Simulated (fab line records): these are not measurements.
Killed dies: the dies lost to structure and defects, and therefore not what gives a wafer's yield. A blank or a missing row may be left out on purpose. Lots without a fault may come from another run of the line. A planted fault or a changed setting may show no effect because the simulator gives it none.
fab line records    flow nandHarc
record: lots: 12  wafers: 36  lastDay: 24
route steps=1159 shown A_CONTACT@916 A_BLC@976 END@1159
lots that met no fault: taken from a fault-free run of the same line
startH: hours from the record's opening day to when the first of the lot's shown wafers began    waitH: time in hours since the lot's previous step    " repeats the value in the row above    L1.1+2: a single row standing in for several wafers    - no value present, or no start provided    * or withheld: withheld    < > ~ a bound
route shown NAME@n: a module of which the file shows steps, and the number in the route of the first    usual: mean/standard deviation of fault-free wafers    same: alike in all rows    chamber/n: place in a boat    sites: per-site readings    _std_site: the values' standard deviation    _edge_site: inner sites' mean taken away from outer sites' mean    radiusMm: for every site, how far away it sits from the centre of the wafer    mask NAME#n: copy n    behind: the tool/chamber that last shaped the wafer    hold: why the lot was held/for how many hours/how that ended    device: transistor that didn't switch, given as n, p or np    end of line: at the end of the route, the tests of the same wafers    a step with no rows: only its recipe    killed: at the first sort, the dies lost to defects and structure; wafer yield is something else    map: a wafer's dies, marking killed ones x, the rest . and places with no die _
set.NAME: the setting the step ran with; set.NAME@STEP: the setting that earlier step ran with    model.NAME: the simulator's own value behind a step, which no gauge read
a sample of lots followed through the steps of the route, with each step as a table and each wafer as a row
services: a tool's chamber out of use, with start hour (startH, from the record's first day; less than 0 if before it), hours out, and reason
== steps ==
step: NHARC_A_CONTACT_CD_MEAS_80
usual: cdNm: 189.7/0.8
lot.wafer  tool      chamber  startH  waitH  cdNm
L560.1     cdSem-01  -        382.96  -      190.9
L560.2     "         -        "       "      190.3
L560.5     "         -        "       "      190.8
L562.1     cdSem-01  -        389.20  -      191.0
L562.2     "         -        "       "      191.5
L562.6     "         -        "       "      190.7
L567.1     cdSem-03  -        431.84  -      189.4
L567.5     "         -        "       "      188.9
L567.6     "         -        "       "      188.7
L568.1     cdSem-02  -        433.35  -      189.7
L568.3     "         -        "       "      189.7
L568.5     "         -        "       "      190.6
L569.3     cdSem-02  -        435.36  -      190.9
L569.5     "         -        "       "      190.8
L569.6     "         -        "       "      190.8
L574.3     cdSem-01  -        470.60  -      189.2
L574.4     "         -        "       "      188.5
L574.5     "         -        "       "      189.1
L575.1     cdSem-01  -        475.90  -      190.3
L575.3     "         -        "       "      190.5
L575.4     "         -        "       "      190.0
L577.1     cdSem-02  -        486.80  -      189.2
L577.4     "         -        "       "      188.4
L577.5     "         -        "       "      189.1
L581.1     cdSem-02  -        497.49  -      189.6
L581.3     "         -        "       "      189.9
L581.4     "         -        "       "      189.3
L579.3     cdSem-01  -        503.34  -      190.2
L579.4     "         -        "       "      190.1
L579.6     "         -        "       "      190.0
L578.2     cdSem-02  -        508.85  -      188.2
L578.4     "         -        "       "      188.1
L578.6     "         -        "       "      188.1
L582.1     cdSem-01  -        517.11  -      189.8
L582.4     "         -        "       "      189.9
L582.5     "         -        "       "      190.3
step: NHARC_A_CONTACT_INSPECT_10
usual: rawDefectCount: 32/13
lot.wafer  tool              chamber  startH  waitH  rawDefectCount
L560.1     defectInspect-01  -        388.25  0.0    31
L560.2     "                 -        "       "      30
L560.5     "                 -        "       "      24
L562.1     defectInspect-02  -        393.83  0.0    25
L562.2     "                 -        "       "      21
L562.6     "                 -        "       "      25
L567.1     defectInspect-01  -        434.90  0.0    48
L567.5     "                 -        "       "      53
L567.6     "                 -        "       "      39
L568.1     defectInspect-01  -        436.31  0.0    29
L568.3     "                 -        "       "      25
L568.5     "                 -        "       "      21
L569.3     defectInspect-02  -        438.50  0.0    47
L569.5     "                 -        "       "      49
L569.6     "                 -        "       "      43
L574.3     defectInspect-01  -        474.26  0.0    46
L574.4     "                 -        "       "      57
L574.5     "                 -        "       "      43
L575.1     defectInspect-02  -        479.01  0.0    17
L575.3     "                 -        "       "      13
L575.4     "                 -        "       "      11
L577.1     defectInspect-01  -        492.10  0.0    33
L577.4     "                 -        "       "      33
L577.5     "                 -        "       "      27
L581.1     defectInspect-02  -        500.57  0.0    33
L581.3     "                 -        "       "      41
L581.4     "                 -        "       "      40
L579.3     defectInspect-02  -        509.19  0.0    57
L579.4     "                 -        "       "      53
L579.6     "                 -        "       "      65
L578.2     defectInspect-02  -        511.78  0.0    23
L578.4     "                 -        "       "      29
L578.6     "                 -        "       "      28
L582.1     defectInspect-01  -        521.01  0.0    35
L582.4     "                 -        "       "      46
L582.5     "                 -        "       "      36
step: NHARC_A_CONTACT_CMP_20
recipe: tOverpolishS: 30  targetThkNm: 300
usual: motorCurrentA: 12.1/0.89  overpolishRunS: 30.000/0.0094  timeToEndpointS: 59/3.1
lot.wafer  tool    chamber  startH  waitH  motorCurrentA  overpolishRunS  timeToEndpointS
L560.1     cmp-01  3        393.99  0.6    10.9           29.995          58
L560.2     "       0        "       "      12.0           29.994          59
L560.5     "       3        "       "      11.1           30.001          60
L562.2     cmp-01  3        399.05  0.8    11.6           29.992          59
L562.1     "       1        "       "      12.5           29.987          58
L562.6     "       0        "       "      12.4           29.997          60
L567.1     cmp-01  0        441.45  1.5    11.9           29.998          57
L567.6     "       1        "       "      12.0           29.995          55
L567.5     "       2        "       "      11.8           29.999          62
L568.3     cmp-01  2        442.04  0.5    11.5           30.016          62
L568.1     "       3        "       "      11.4           29.996          61
L568.5     "       2        "       "      11.0           29.999          60
L569.3     cmp-03  3        443.57  0.6    12.4           29.976          60
L569.6     "       1        "       "      13.4           30.020          62
L569.5     "       2        "       "      13.2           29.989          62
L574.3     cmp-03  1        478.84  0.5    13.7           29.993          59
L574.4     "       0        "       "      9.6            30.004          55
L574.5     "       1        "       "      13.8           30.013          60
L575.3     cmp-04  3        493.53  0.5    12.4           30.004          60
L575.4     "       0        "       "      11.5           29.991          60
L575.1     "       1        "       "      10.9           30.010          62
L577.4     cmp-04  1        505.21  0.4    11.6           30.010          65
L577.1     "       0        "       "      11.9           30.008          63
L577.5     "       1        "       "      11.7           30.001          65
L581.3     cmp-04  3        508.74  0.5    12.9           30.015          60
L581.1     "       1        "       "      11.4           29.989          58
L581.4     "       2        "       "      11.7           30.006          58
L579.3     cmp-03  3        514.47  0.6    12.5           30.005          60
L579.4     "       0        "       "      9.8            29.993          64
L579.6     "       3        "       "      12.4           29.996          63
L578.4     cmp-01  1        520.70  0.5    11.1           29.991          54
L578.2     "       3        "       "      11.4           29.989          55
L578.6     "       2        "       "      12.1           29.995          54
L582.1     cmp-01  1        529.10  0.7    12.3           30.008          57
L582.4     "       3        "       "      11.2           30.002          57
L582.5     "       1        "       "      12.4           29.989          56
step: NHARC_A_CONTACT_INSPECT_23
usual: rawDefectCount: 453/130
lot.wafer  tool              chamber  startH  waitH  rawDefectCount
L560.1     defectInspect-01  -        394.40  0.1    365
L560.2     "                 -        "       "      377
L560.5     "                 -        "       "      434
L562.1     defectInspect-01  -        399.45  0.1    642
L562.2     "                 -        "       "      503
L562.6     "                 -        "       "      840
L567.1     defectInspect-01  -        441.78  0.1    273
L567.5     "                 -        "       "      1648
L567.6     "                 -        "       "      314
L568.1     defectInspect-01  -        442.45  0.1    725
L568.3     "                 -        "       "      1755
L568.5     "                 -        "       "      1703
L569.3     defectInspect-02  -        443.92  0.1    363
L569.5     "                 -        "       "      455
L569.6     "                 -        "       "      401
L574.3     defectInspect-01  -        479.24  0.1    366
L574.4     "                 -        "       "      256
L574.5     "                 -        "       "      342
L575.1     defectInspect-01  -        493.95  0.1    429
L575.3     "                 -        "       "      676
L575.4     "                 -        "       "      530
L577.1     defectInspect-01  -        505.61  0.1    512
L577.4     "                 -        "       "      490
L577.5     "                 -        "       "      558
L581.1     defectInspect-01  -        509.14  0.1    415
L581.3     "                 -        "       "      354
L581.4     "                 -        "       "      386
L579.3     defectInspect-01  -        514.85  0.1    701
L579.4     "                 -        "       "      482
L579.6     "                 -        "       "      519
L578.2     defectInspect-02  -        521.10  0.1    785
L578.4     "                 -        "       "      457
L578.6     "                 -        "       "      511
L582.1     defectInspect-01  -        529.48  0.1    440
L582.4     "                 -        "       "      548
L582.5     "                 -        "       "      497
step: NHARC_A_BLC_INSPECT_12
usual: rawDefectCount: 34/14
lot.wafer  tool              chamber  startH  waitH  rawDefectCount
L560.1     defectInspect-01  -        395.03  0.0    34
L560.2     "                 -        "       "      28
L560.5     "                 -        "       "      28
L562.1     defectInspect-02  -        400.09  0.0    27
L562.2     "                 -        "       "      23
L562.6     "                 -        "       "      24
L567.1     defectInspect-02  -        442.28  0.0    55
L567.5     "                 -        "       "      1410
L567.6     "                 -        "       "      39
L568.1     defectInspect-01  -        443.08  0.0    30
L568.3     "                 -        "       "      1392
L568.5     "                 -        "       "      1419
L569.3     defectInspect-02  -        444.44  0.0    49
L569.5     "                 -        "       "      47
L569.6     "                 -        "       "      47
L574.3     defectInspect-02  -        479.87  0.0    46
L574.4     "                 -        "       "      56
L574.5     "                 -        "       "      43
L575.1     defectInspect-02  -        494.58  0.0    16
L575.3     "                 -        "       "      15
L575.4     "                 -        "       "      17
L577.1     defectInspect-01  -        506.24  0.0    39
L577.4     "                 -        "       "      33
L577.5     "                 -        "       "      30
L581.1     defectInspect-02  -        509.77  0.0    44
L581.3     "                 -        "       "      44
L581.4     "                 -        "       "      42
L579.3     defectInspect-01  -        515.36  0.0    59
L579.4     "                 -        "       "      55
L579.6     "                 -        "       "      68
L578.2     defectInspect-01  -        521.74  0.0    29
L578.4     "                 -        "       "      30
L578.6     "                 -        "       "      34
L582.1     defectInspect-02  -        529.99  0.0    45
L582.4     "                 -        "       "      45
L582.5     "                 -        "       "      36
step: NHARC_A_BLC_DESCUM_15
recipe: timeS: 3  o2FlowSccm: 200  arFlowSccm: 0  biasPowerW: 0  chemistry: O2
usual: drypumpMotorCurrentA: 5.7/0.51  oesProductAu: 0.997/0.0068  rfVppV: 57.9/0.88  showerheadPlenumPTorr: 1.91/0.086  throttleValvePct: 11.310/0.0088
lot.wafer  tool        chamber  startH  waitH  drypumpMotorCurrentA  oesProductAu  rfHoursCounterH  rfVppV  showerheadPlenumPTorr  throttleValvePct
L560.1     rieDiel-06  2        395.09  0.1    5.3                   1.001         55               58.1    2.04                   11.327
L560.2     "           1        "       "      5.3                   0.994         54               56.8    1.92                   11.316
L560.5     "           3        "       "      4.7                   0.994         -                58.8    2.04                   11.294
L562.1     rieDiel-12  1        400.16  0.1    5.4                   0.992         1                58.7    1.98                   11.309
L562.2     "           3        "       "      5.7                   0.998         1                57.9    1.98                   11.310
L562.6     "           1        "       "      5.4                   0.991         -                57.6    1.98                   11.315
L567.1     rieDiel-05  0        442.34  0.1    5.3                   0.992         10               58.5    1.91                   11.306
L567.5     "           0        "       "      5.3                   0.997         -                59.3    1.91                   11.324
L567.6     "           1        "       "      5.4                   0.992         -                57.3    1.84                   11.308
L568.3     rieDiel-12  2        443.14  0.1    5.8                   0.995         7                57.1    1.83                   11.316
L568.1     "           1        "       "      5.5                   1.001         7                58.7    1.98                   11.314
L568.5     "           2        "       "      5.8                   1.001         -                57.9    1.83                   11.294
L569.3     rieDiel-05  2        444.53  0.1    6.3                   0.995         11               58.3    2.02                   11.298
L569.5     "           3        "       "      5.6                   1.003         -                57.0    1.77                   11.301
L569.6     "           0        "       "      5.3                   0.993         -                57.8    1.91                   11.306
L574.3     rieDiel-05  3        479.94  0.1    5.6                   0.989         14               57.2    1.77                   11.297
L574.4     "           1        "       "      5.4                   0.987         14               57.2    1.83                   11.299
L574.5     "           3        "       "      5.6                   1.004         -                59.2    1.77                   11.306
L575.3     rieDiel-05  0        494.65  0.1    5.3                   0.992         15               57.5    1.91                   11.306
L575.1     "           3        "       "      5.6                   0.994         15               56.3    1.77                   11.300
L575.4     "           0        "       "      5.3                   0.990         -                57.6    1.91                   11.296
L577.1     rieDiel-12  0        506.30  0.1    6.8                   0.998         11               57.3    1.84                   11.307
L577.4     "           3        "       "      5.7                   0.998         13               58.7    1.97                   11.314
L577.5     "           0        "       "      6.7                   0.993         -                59.0    1.84                   11.323
L581.3     rieDiel-05  0        509.83  0.1    5.3                   0.996         16               57.7    1.91                   11.311
L581.1     "           1        "       "      5.4                   0.983         16               57.7    1.83                   11.301
L581.4     "           3        "       "      5.6                   0.999         17               57.2    1.77                   11.305
L579.4     rieDiel-05  2        515.44  0.1    6.3                   1.005         18               59.7    2.01                   11.295
L579.3     "           3        "       "      5.6                   1.003         18               56.8    1.77                   11.304
L579.6     "           0        "       "      5.3                   1.002         -                57.5    1.91                   11.300
L578.2     rieDiel-12  1        521.81  0.1    5.4                   0.990         15               58.9    1.98                   11.322
L578.4     "           2        "       "      5.8                   0.992         14               57.6    1.83                   11.311
L578.6     "           3        "       "      5.8                   0.994         -                58.0    1.97                   11.310
L582.1     rieDiel-05  1        530.05  0.1    5.4                   1.003         0                56.2    1.83                   11.293
L582.4     "           3        "       "      5.6                   0.991         0                57.7    1.77                   11.305
L582.5     "           2        "       "      6.3                   0.998         -                58.3    2.01                   11.312
step: NHARC_END_SORT_01
recipe: tempC: 25
usual: killedAtArray: 26/9.6  killedAtOther: 0.7/0.92  killedAtPeriphery: 3.8/2.7  killedDies: 31/10  killedOpen: 3.3/1.7  killedShort: 1.8/1.3
same: grossDies: 677
lot.wafer  tool       chamber  startH  waitH  killedAtArray  killedAtOther  killedAtPeriphery  killedDies  killedOpen  killedShort
L567.1     prober-01  0        486.13  2.5    41             0              3                  44          4           0
L567.5     prober-01  0        489.37  3.7    579            0              4                  583         1           2
L567.6     prober-01  0        490.18  4.0    32             0              4                  36          1           5
L568.1     prober-02  0        493.93  2.5    19             0              4                  23          1           3
L568.3     prober-02  0        495.50  3.0    576            1              3                  580         1           2
L568.5     prober-02  0        497.06  3.6    578            0              4                  582         2           0
L574.4     prober-01  0        536.89  3.4    39             4              5                  48          2           1
L574.5     prober-01  0        537.68  3.7    38             2              3                  43          3           3
killed by level:class
L567.1 A_CHANNEL_HOLE_D1:chamberFilmFlake=23 A_SLIT:chamberFilmFlake=8 A_WL_FILL:chamberFilmFlake=4 A_M0:geometricParticle:open=2 P_M0:geometricParticle:open=1 A_CHANNEL_FILL_D1:geometricParticle:open=1 P_GATE:chamberFilmFlake=1 P_BONDPAD:chamberFilmFlake=1
L567.5 A_CONTACT:unspecified=559 A_CHANNEL_HOLE_D1:chamberFilmFlake=10 A_SLIT:chamberFilmFlake=3 A_CONTACT:chamberFilmFlake=3 P_ZERO_WELL:chamberFilmFlake=2 P_GATE:geometricParticle:open=1 A_ONON_D1:geometricParticle:short=1 A_M0:geometricParticle:short=1
L567.6 A_CHANNEL_HOLE_D1:chamberFilmFlake=18 A_SLIT:chamberFilmFlake=5 A_STAIRCASE:chamberFilmFlake=2 A_CONTACT:chamberFilmFlake=2 P_CONTACT:geometricParticle:short=1 P_M2:geometricParticle:short=1 A_ONON_D1:geometricParticle:open=1 A_CHANNEL_FILL_D1:geometricParticle:short=1
L568.1 A_SLIT:chamberFilmFlake=8 A_CONTACT:chamberFilmFlake=3 P_GATE:chamberFilmFlake=2 A_ZERO_WELL:chamberFilmFlake=2 A_SGD_CUT:chamberFilmFlake=2 P_M0:geometricParticle:open=1 A_SOURCE_PLATE:geometricParticle:short=1 A_ONON_D1:geometricParticle:short=1
L568.3 A_CONTACT:unspecified=570 P_ZERO_WELL:geometricParticle:open=1 A_M1:geometricParticle:short=1 P_STI:chamberFilmFlake=1 P_GATE:chamberFilmFlake=1 STARTING-WAFER:geometricParticle:short=1 A_ZERO_WELL:chamberFilmFlake=1 A_CHANNEL_HOLE_D1:chamberFilmFlake=1
L568.5 A_CONTACT:unspecified=574 P_BONDPAD:geometricParticle:open=1 A_CONTACT:geometricParticle:open=1 P_ZERO_WELL:chamberFilmFlake=1 P_GATE:chamberFilmFlake=1 P_BONDPAD:chamberFilmFlake=1 A_CHANNEL_HOLE_D1:chamberFilmFlake=1 A_SLIT:chamberFilmFlake=1
L574.4 A_CHANNEL_HOLE_D1:chamberFilmFlake=15 A_SLIT:chamberFilmFlake=10 A_STAIRCASE:chamberFilmFlake=7 THIN_TSV:chamberFilmFlake=4 A_CONTACT:chamberFilmFlake=3 P_STI:chamberFilmFlake=2 P_CONTACT:geometricParticle:short=1 A_CONTACT:geometricParticle:open=1
L574.5 A_CHANNEL_HOLE_D1:chamberFilmFlake=15 A_SLIT:chamberFilmFlake=10 A_STAIRCASE:chamberFilmFlake=5 THIN_TSV:chamberFilmFlake=2 P_CONTACT:geometricParticle:short=1 A_CHANNEL_FILL_D1:geometricParticle:short=1 A_CONTACT:geometricParticle:open=1 A_BLC:geometricParticle:short=1
== services ==
tool        chamber  startH  hours  kind
rieDiel-05  0        374.10  -      clean
rieDiel-05  1        374.10  -      clean
cmp-01      -        375.61  4.0    pm
cmp-03      -        378.91  5.8    repair
rieDiel-12  -        379.45  9.0    pm
rieDiel-06  -        384.50  1.8    repair
rieDiel-12  -        390.11  1.8    repair
cmp-04      -        399.17  4.0    pm
cmp-01      -        403.67  3.1    repair
rieDiel-05  0        407.06  5.7    repair
rieDiel-12  -        413.23  0.4    repair
rieDiel-06  -        419.00  9.0    pm
rieDiel-12  0        430.89  16.2   repair
cmp-04      -        434.68  1.0    repair
cmp-03      -        450.05  4.0    pm
cmp-01      -        473.61  4.0    pm
cmp-04      -        481.90  1.3    repair
rieDiel-06  0        491.34  12.5   repair
rieDiel-05  1        493.70  6.0    repair
cmp-04      -        497.19  4.0    pm
rieDiel-06  1        499.29  12.5   repair
rieDiel-06  -        506.44  0.8    repair
rieDiel-05  -        517.60  9.0    pm
cmp-04      -        525.07  0.3    repair
== key ==
firstSign: step: NHARC_A_CONTACT_INSPECT_23  reading: rawDefectCount  direction: up  sigmas: 9.9  usual: 453  struck: 1702
effect: step: NHARC_A_BLC_INSPECT_12  reading: rawDefectCount  direction: up  sigmas: 99+  usual: 34  struck: 1407
effect: step: NHARC_END_SORT_01  reading: killedAtArray  direction: up  sigmas: 57  usual: 26  struck: 578
moreKillsBornAt: NHARC_A_CONTACT_CMP_20@cmp-01: 1703
metAt NHARC_A_CONTACT_CMP_20
struckLots L567,L568
struckWafers L567.5,L568.3,L568.5
testerLeftOut L567,L568
notActingAt NHARC_A_CONTACT_CD_MEAS_80,NHARC_A_CONTACT_INSPECT_10,NHARC_A_BLC_DESCUM_15
fault: kind: chamberParticleSource  tool: cmp-01  chamber: 2  onsetH: 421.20  steps: NHARC_A_CONTACT_CMP_20  ratePerVisitCm2: 2.1315  endH: 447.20
testerLeftOut: of these lots the tester's yield and bins aren't shown, on N5 and GAA mostly nor the transistor test; their killed dies are dies lost to structure and defects alone, not to doping, threshold or leakage, so they don't give the yield
